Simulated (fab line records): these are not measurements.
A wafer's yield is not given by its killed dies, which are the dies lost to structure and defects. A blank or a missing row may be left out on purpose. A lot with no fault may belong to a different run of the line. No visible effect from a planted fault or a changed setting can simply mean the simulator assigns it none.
Split-lot trial | flow n5_finfet | route with 1938 steps; 7 lots, 21 wafers read

== ON THE SPLIT ==
At N5_MOL_CONTACT_COAG_ALD_27 (deposits SiOC, target thk 17 nm, pulse time 1.5 s, time 2720 s), the setting ald_cycles was moved away from the recipe's 340 on 7 of the 21 wafers read, by -10.3% to +16.2%. For the rest of the wafers, this setting stayed at what the recipe calls for.

Reading taken at the split's own step.

== THE READING ==
SiOC_of_MOL_CONTACT_COAG_ALD_27.thk_nm (the simulator's own value, which no gauge read), in nm, at N5_MOL_CONTACT_COAG_ALD_27 (deposits SiOC, target thk 17 nm, pulse time 1.5 s, time 2720 s). The file does not state a usual value for it. The 14 wafers here that ran the recipe average 17.0 nm, standard deviation 0.091 nm.

wafer  | tool, chamber at the split | ald_cycles as run | against the recipe | SiOC_of_MOL_CONTACT_COAG_ALD_27.thk_nm, nm | against lot-mates on the recipe
L077.2 | ald_sin-01, 3              | 393               | +15.6%             | 19.6                                       | +2.6
L077.3 | ald_sin-01, 2,1            | 340               | recipe             | 17                                         | -
L077.6 | ald_sin-01, 2,1            | 340               | recipe             | 17                                         | -
L081.1 | ald_sin-04, 2,3            | 340               | recipe             | 17                                         | -
L081.4 | ald_sin-04, 2,3            | 340               | recipe             | 17                                         | -
L081.5 | ald_sin-04, 1              | 340               | recipe             | 16.8                                       | -
L082.1 | ald_sin-04, 1              | 340               | recipe             | 16.8                                       | -
L082.5 | ald_sin-04, 3              | 340               | recipe             | 17                                         | -
L082.6 | ald_sin-04, 2              | 395               | +16.2%             | 19.6                                       | +2.7
L087.1 | ald_sin-01, 1,2            | 305               | -10.3%             | 15.4                                       | no lot-mate on the recipe
L087.5 | ald_sin-01, 1,2            | 305               | -10.3%             | 15.4                                       | no lot-mate on the recipe
L087.4 | ald_sin-01, 0              | 305               | -10.3%             | 15.2                                       | no lot-mate on the recipe
L089.1 | ald_sin-01, 1              | 340               | recipe             | 17                                         | -
L089.3 | ald_sin-01, 1              | 340               | recipe             | 17                                         | -
L089.5 | ald_sin-01, 1              | 340               | recipe             | 17                                         | -
L091.1 | ald_sin-03, 1,0            | 340               | recipe             | 17                                         | -
L091.2 | ald_sin-03, 1,0            | 340               | recipe             | 17                                         | -
L091.6 | ald_sin-03, 3              | 374               | +10.0%             | 18.8                                       | +1.8
L096.1 | ald_sin-01, 3              | 369               | +8.5%              | 18.4                                       | +1.3
L096.4 | ald_sin-01, 2              | 340               | recipe             | 17.2                                       | -
L096.5 | ald_sin-01, 0              | 340               | recipe             | 17                                         | -
When a row names more than one chamber, that row covers several wafers, and the file does not tell which wafer ran in which chamber.

FIT RESULTS
A straight line over all 21 wafers: SiOC_of_MOL_CONTACT_COAG_ALD_27.thk_nm changes by +0.165 nm for each +1% of ald_cycles; r = +1.00; the points scatter about the line by 0.097 nm.
The same after taking each lot's own level away (the mean of its wafers on the recipe; 18 wafers): +0.167 nm for each +1%; r = +1.00; scatter 0.079 nm.
Per that fit: largest ald_cycles move, reading shift of 2.7 nm.
The lots' own levels span 16.90 to 17.10 nm, that is 2.2 times the standard deviation above.
Hence the lot-to-lot level has little effect on the slope; both slopes agree.
Check: +2.71 nm against its lot-mates is what the line predicts for one of the wafers moved furthest among these (+16.2%) when that wafer is left out of the fit. It came out at +2.7 nm against them.

== ADDITIONAL SPLITS CARRIED BY THESE WAFERS ==
These wafers also went through other splits before the reading. Each is held against what the fit with the lots' levels taken away leaves over:
other split on the same wafers         | wafers away from the commonest value | r with SiOC_of_MOL_CONTACT_COAG_ALD_27.thk_nm (lot level and that fit taken away)
N5_ZERO_LAYER_PECVD_02 time_s          | 7                                    | +0.04
N5_PMOS_HMC_CHANNEL_EPI_ETCH_32 bias_w | 9                                    | -0.19
N5_FIN_SAQP_PECVD_06 time_s            | 8                                    | +0.06
N5_FIN_SAQP_PEB_14 peb_time_s          | 7                                    | -0.37
N5_SD_EPI_N_EPI_21 temp_c              | 4                                    | -0.27
N5_SD_EPI_P_COAT_03 spin_rpm           | 9                                    | +0.21
N5_SDB_EXPOSE_08 dose_mj               | 7                                    | -0.10
N5_HKMG_FIN_PEB_10 peb_time_s          | 7                                    | +0.33
N5_HKMG_FIN_DEVELOP_11 develop_time_s  | 5                                    | +0.17
N5_GATE_CUT_ALD_22 ald_cycles          | 7                                    | -0.28

== THE FILE'S OWN FIT ==
SiOC_of_MOL_CONTACT_COAG_ALD_27.thk_nm changes by +0.167 nm for each +1% of ald_cycles, r = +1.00.
